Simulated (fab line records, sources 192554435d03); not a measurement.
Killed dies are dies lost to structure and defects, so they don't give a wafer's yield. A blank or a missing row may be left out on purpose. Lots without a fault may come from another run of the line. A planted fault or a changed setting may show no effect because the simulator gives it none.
Which tool did it? | flow n5_finfet | 24 lots, 72 wafers sampled, at 5 steps of a route of 1938

WHAT THE GAUGES READ, wafer by wafer
N5_BEOL_M15_CD_MEAS_10: target cd 360 nm.
lot  | measured     | on        | cd_nm (nm)
L074 | day 11 12:52 | cd_sem-03 | 360.4 359.5 361.2
L076 | day 12 08:34 | cd_sem-03 | 360.4 361.6 362.4
L078 | day 12 18:20 | cd_sem-03 | 360.2 361.4 360.6
L075 | day 13 00:14 | cd_sem-01 | 359.6 360.2 360.1
L077 | day 13 05:25 | cd_sem-02 | 359.1 358.6 358.7
L083 | day 13 18:27 | cd_sem-01 | 359.4 360.9 358.1
L079 | day 14 08:23 | cd_sem-02 | 359.8 360.2 358.5
L080 | day 14 11:38 | cd_sem-01 | 359.3 360.4 357.6
L081 | day 14 12:38 | cd_sem-02 | 360.1 360.4 359.3
L084 | day 14 22:07 | cd_sem-02 | 357.9 358.9 357.9
L082 | day 14 22:28 | cd_sem-02 | 362.4 362.2 361.8
L087 | day 15 02:08 | cd_sem-01 | 361.4 359.4 360.1
L085 | day 15 11:51 | cd_sem-03 | 360.4 360.2 359.3
L086 | day 15 17:06 | cd_sem-02 | 357.4 358.9 357.8
L088 | day 15 18:13 | cd_sem-03 | 361.0 360.9 361.3
L090 | day 15 21:34 | cd_sem-03 | 360.8 360.1 359.4
L089 | day 16 05:41 | cd_sem-02 | 360.7 360.4 360.6
L092 | day 16 21:53 | cd_sem-01 | 361.5 361.4 360.0
L091 | day 17 00:28 | cd_sem-03 | 361.1 359.7 360.5
L093 | day 17 01:27 | cd_sem-01 | 360.5 358.6 359.0
L096 | day 17 03:37 | cd_sem-03 | 358.8 358.5 358.6
L095 | day 17 08:59 | cd_sem-02 | 359.3 359.5 360.0
L094 | day 17 09:09 | cd_sem-02 | 358.5 358.8 358.9
L097 | day 18 12:04 | cd_sem-03 | 360.6 360.6 358.0

N5_BEOL_M15_CD_MEAS_17: target cd 360 nm.
lot  | measured     | on        | cd_nm (nm)
L074 | day 11 13:27 | cd_sem-03 | 361.1 360.2 362.1
L076 | day 12 09:09 | cd_sem-01 | 361.2 363.3 362.2
L078 | day 12 18:55 | cd_sem-03 | 360.9 363.5 360.6
L075 | day 13 00:49 | cd_sem-02 | 360.9 361.0 361.7
L077 | day 13 06:01 | cd_sem-02 | 360.4 359.6 362.2
L083 | day 13 19:02 | cd_sem-02 | 359.6 361.4 359.3
L079 | day 14 08:58 | cd_sem-02 | 360.8 359.6 359.7
L080 | day 14 12:14 | cd_sem-03 | 361.1 362.0 359.5
L081 | day 14 13:23 | cd_sem-03 | 361.6 360.3 359.6
L084 | day 14 22:42 | cd_sem-01 | 357.9 360.9 359.4
L082 | day 14 23:05 | cd_sem-03 | 363.5 363.0 362.7
L087 | day 15 03:01 | cd_sem-03 | 362.5 360.6 361.3
L085 | day 15 12:33 | cd_sem-03 | 361.9 362.5 360.9
L086 | day 15 17:41 | cd_sem-01 | 359.4 358.8 360.4
L088 | day 15 18:48 | cd_sem-03 | 362.4 361.7 361.3
L090 | day 15 22:09 | cd_sem-03 | 363.1 362.0 361.7
L089 | day 16 06:16 | cd_sem-03 | 363.3 363.5 362.8
L092 | day 16 22:28 | cd_sem-03 | 362.4 363.4 361.9
L091 | day 17 01:08 | cd_sem-03 | 362.4 361.3 362.7
L093 | day 17 02:02 | cd_sem-03 | 359.7 358.5 359.7
L096 | day 17 04:12 | cd_sem-02 | 360.1 358.0 358.8
L095 | day 17 09:38 | cd_sem-03 | 361.2 360.3 361.6
L094 | day 17 10:03 | cd_sem-02 | 360.1 359.8 360.9
L097 | day 18 12:53 | cd_sem-01 | 360.5 360.2 358.6

WHICH TOOL RAN EACH LOT (tool, then ch and the chambers of the sampled wafers, then the start)
lot  | N5_BEOL_M14_DEGAS_41         | N5_BEOL_M14_SPUTTER_44       | N5_BEOL_M15_STRIP_64
L074 | pvd_sputter-02, day 11 10:48 | pvd_sputter-02, day 11 10:58 | rie_diel-05 ch 0,1, day 11 13:27 or earlier
L076 | pvd_sputter-02, day 12 06:25 | pvd_sputter-02, day 12 06:34 | rie_diel-05 ch 0,1,2, day 12 09:09 or earlier
L078 | pvd_sputter-01, day 12 16:11 | pvd_sputter-01, day 12 16:21 | rie_diel-05 ch 0,2,3, day 12 18:55 or earlier
L075 | pvd_sputter-02, day 12 22:13 | pvd_sputter-02, day 12 22:22 | rie_diel-02 ch 0,1, day 13 00:49 or earlier
L077 | pvd_sputter-01, day 13 02:43 | pvd_sputter-01, day 13 02:52 | rie_diel-04 ch 1,2,3, day 13 06:01 or earlier
L083 | pvd_sputter-01, day 13 16:12 | pvd_sputter-01, day 13 16:22 | rie_diel-05 ch 0,1, day 13 19:02 or earlier
L079 | pvd_sputter-02, day 14 06:22 | pvd_sputter-02, day 14 06:32 | rie_diel-02 ch 1,3, day 14 08:58 or earlier
L080 | pvd_sputter-03, day 14 08:53 | pvd_sputter-03, day 14 09:02 | rie_diel-02 ch 0,1,2, day 14 12:14 or earlier
L081 | pvd_sputter-01, day 14 10:38 | pvd_sputter-01, day 14 10:48 | rie_diel-02 ch 0,1, day 14 13:23 or earlier
L084 | pvd_sputter-02, day 14 19:31 | pvd_sputter-02, day 14 19:41 | rie_diel-02 ch 0,1,2, day 14 22:42 or earlier
L082 | pvd_sputter-02, day 14 20:07 | pvd_sputter-02, day 14 20:17 | rie_diel-05 ch 2,3, day 14 23:05 or earlier
L087 | pvd_sputter-02, day 14 23:38 | pvd_sputter-02, day 14 23:48 | rie_diel-02 ch 0,1,2, day 15 03:01 or earlier
L085 | pvd_sputter-02, day 15 09:49 | pvd_sputter-02, day 15 09:58 | rie_diel-04 ch 0,2,3, day 15 12:33 or earlier
L086 | pvd_sputter-03, day 15 15:04 | pvd_sputter-03, day 15 15:13 | rie_diel-05 ch 0,3, day 15 17:41 or earlier
L088 | pvd_sputter-01, day 15 15:53 | pvd_sputter-01, day 15 16:02 | rie_diel-04 ch 1,2,3, day 15 18:48 or earlier
L090 | pvd_sputter-03, day 15 19:41 | pvd_sputter-03, day 15 19:50 | rie_diel-04 ch 1,2,3, day 15 22:09 or earlier
L089 | pvd_sputter-03, day 16 03:47 | pvd_sputter-03, day 16 03:57 | rie_diel-02 ch 0,2,3, day 16 06:16 or earlier
L092 | pvd_sputter-03, day 16 19:41 | pvd_sputter-03, day 16 19:50 | rie_diel-04 ch 2,3, day 16 22:28 or earlier
L091 | pvd_sputter-01, day 16 22:34 | pvd_sputter-01, day 16 22:43 | rie_diel-05 ch 0,2, day 17 01:08 or earlier
L093 | pvd_sputter-03, day 16 23:34 | pvd_sputter-03, day 16 23:43 | rie_diel-05 ch 0,1,2, day 17 02:02 or earlier
L096 | pvd_sputter-02, day 17 01:39 | pvd_sputter-02, day 17 01:49 | rie_diel-05 ch 0,1,2, day 17 04:12 or earlier
L095 | pvd_sputter-03, day 17 06:52 | pvd_sputter-03, day 17 07:01 | rie_diel-02 ch 2,3, day 17 09:38 or earlier
L094 | pvd_sputter-02, day 17 06:52 | pvd_sputter-02, day 17 07:02 | rie_diel-02 ch 2,3, day 17 10:03 or earlier
L097 | pvd_sputter-03, day 18 09:18 | pvd_sputter-03, day 18 09:28 | rie_diel-04 ch 0,2, day 18 12:53 or earlier
- N5_BEOL_M14_DEGAS_41: time 60 s.
- N5_BEOL_M14_SPUTTER_44: material Ta, target thk 15 nm, time 24.19 s.
- N5_BEOL_M15_STRIP_64: strips in O2.

WHAT THE TOOLS THEMSELVES READ (means of the sampled wafers that have a number; where no wafer has one, the mark that the record gives instead)
N5_BEOL_M14_DEGAS_41.
lot  | tool           | heater_power_w (W)
L074 | pvd_sputter-02 | 447
L076 | pvd_sputter-02 | 445
L078 | pvd_sputter-01 | 401
L075 | pvd_sputter-02 | 447
L077 | pvd_sputter-01 | 377
L083 | pvd_sputter-01 | 395
L079 | pvd_sputter-02 | 457
L080 | pvd_sputter-03 | 430
L081 | pvd_sputter-01 | 389
L084 | pvd_sputter-02 | 456
L082 | pvd_sputter-02 | 460
L087 | pvd_sputter-02 | 456
L085 | pvd_sputter-02 | 496
L086 | pvd_sputter-03 | 444
L088 | pvd_sputter-01 | 398
L090 | pvd_sputter-03 | 467
L089 | pvd_sputter-03 | 471
L092 | pvd_sputter-03 | 435
L091 | pvd_sputter-01 | 399
L093 | pvd_sputter-03 | 448
L096 | pvd_sputter-02 | 461
L095 | pvd_sputter-03 | 431
L094 | pvd_sputter-02 | 461
L097 | pvd_sputter-03 | 449

N5_BEOL_M14_SPUTTER_44.
lot  | tool           | throttle_valve_pct (%)
L074 | pvd_sputter-02 | 29.3
L076 | pvd_sputter-02 | 29.1
L078 | pvd_sputter-01 | 29.7
L075 | pvd_sputter-02 | 29.3
L077 | pvd_sputter-01 | 29.3
L083 | pvd_sputter-01 | 29.6
L079 | pvd_sputter-02 | 29.6
L080 | pvd_sputter-03 | 30.0
L081 | pvd_sputter-01 | 29.2
L084 | pvd_sputter-02 | 29.9
L082 | pvd_sputter-02 | 29.7
L087 | pvd_sputter-02 | 29.8
L085 | pvd_sputter-02 | 28.8
L086 | pvd_sputter-03 | 29.4
L088 | pvd_sputter-01 | 30.0
L090 | pvd_sputter-03 | 30.0
L089 | pvd_sputter-03 | 29.7
L092 | pvd_sputter-03 | 30.0
L091 | pvd_sputter-01 | 30.0
L093 | pvd_sputter-03 | 29.8
L096 | pvd_sputter-02 | 29.3
L095 | pvd_sputter-03 | 29.1
L094 | pvd_sputter-02 | 29.8
L097 | pvd_sputter-03 | 29.6

N5_BEOL_M15_STRIP_64.
lot  | tool        | drypump_motor_current_A (A) | oes_product_au (a.u.) | rf_vpp_V (V) | showerhead_plenum_p_Torr (Torr) | throttle_valve_pct (%)
L074 | rie_diel-05 | 6.3                         | 0.69                  | 3.3          | 2.07                            | 16.93
L076 | rie_diel-05 | 5.9                         | 0.76                  | 3.6          | 2.06                            | 16.70
L078 | rie_diel-05 | 5.5                         | 0.76                  | 3.8          | 2.06                            | 16.79
L075 | rie_diel-02 | 6.0                         | 0.75                  | 3.6          | 2.11                            | 16.84
L077 | rie_diel-04 | 5.9                         | 0.80                  | 3.8          | 2.13                            | 16.79
L083 | rie_diel-05 | 6.3                         | 0.68                  | 3.4          | 2.06                            | 16.96
L079 | rie_diel-02 | 5.5                         | 0.81                  | 3.9          | 2.16                            | 16.53
L080 | rie_diel-02 | 5.8                         | 0.86                  | 3.5          | 2.12                            | 16.52
L081 | rie_diel-02 | 5.9                         | 0.90                  | 3.3          | 2.16                            | 16.43
L084 | rie_diel-02 | 5.8                         | 0.85                  | 3.3          | 2.12                            | 16.52
L082 | rie_diel-05 | 5.5                         | 0.81                  | 3.7          | 2.05                            | 16.61
L087 | rie_diel-02 | 5.8                         | 0.84                  | 3.3          | 2.12                            | 16.54
L085 | rie_diel-04 | 5.8                         | 0.77                  | 4.0          | 2.15                            | 16.83
L086 | rie_diel-05 | 5.5                         | 0.88                  | 3.6          | 2.06                            | 16.72
L088 | rie_diel-04 | 5.9                         | 0.78                  | 3.4          | 2.12                            | 16.84
L090 | rie_diel-04 | 5.9                         | 0.77                  | 3.7          | 2.12                            | 16.83
L089 | rie_diel-02 | 5.5                         | 0.77                  | 3.4          | 2.07                            | 16.79
L092 | rie_diel-04 | 5.6                         | 0.83                  | 3.9          | 2.20                            | 16.77
L091 | rie_diel-05 | 5.4                         | 0.89                  | 3.6          | 2.05                            | 16.44
L093 | rie_diel-05 | 5.9                         | 0.90                  | 3.8          | 2.05                            | 16.44
L096 | rie_diel-05 | 5.9                         | 0.90                  | 4.1          | 2.05                            | 16.43
L095 | rie_diel-02 | 5.1                         | 0.68                  | 3.5          | 2.08                            | 16.91
L094 | rie_diel-02 | 5.0                         | 0.69                  | 3.5          | 2.08                            | 16.90
L097 | rie_diel-04 | 5.7                         | 0.81                  | 3.3          | 2.13                            | 16.77

THE ANSWER, worked out from the rows above alone
Rule: what is usual is taken from the lots themselves. Put in order of their means at a reading, lots are off if they are a third of the lots or fewer, leave a main group of 4 or more, and stand apart from it by a gap of 3 or more times the standard deviation of the main group's means; of several such gaps the widest counts. A main group whose means are all the same, to the digits that the tables above print for the reading, isn't used. A lot without any number at a reading at which 4 lots or more have one is off too. The other lots that the step has rows for count as sound. The gauges are gone through in route order, then the tools' own readings, and for those a lot's mean is taken as printed above. The first step at which some lot is off is used, and at that step the reading that is off furthest; a lot without a number counts as furthest.
No lot is off at any reading shown: from this, nothing can be told.

WHAT THE SIMULATOR HAD PUT IN
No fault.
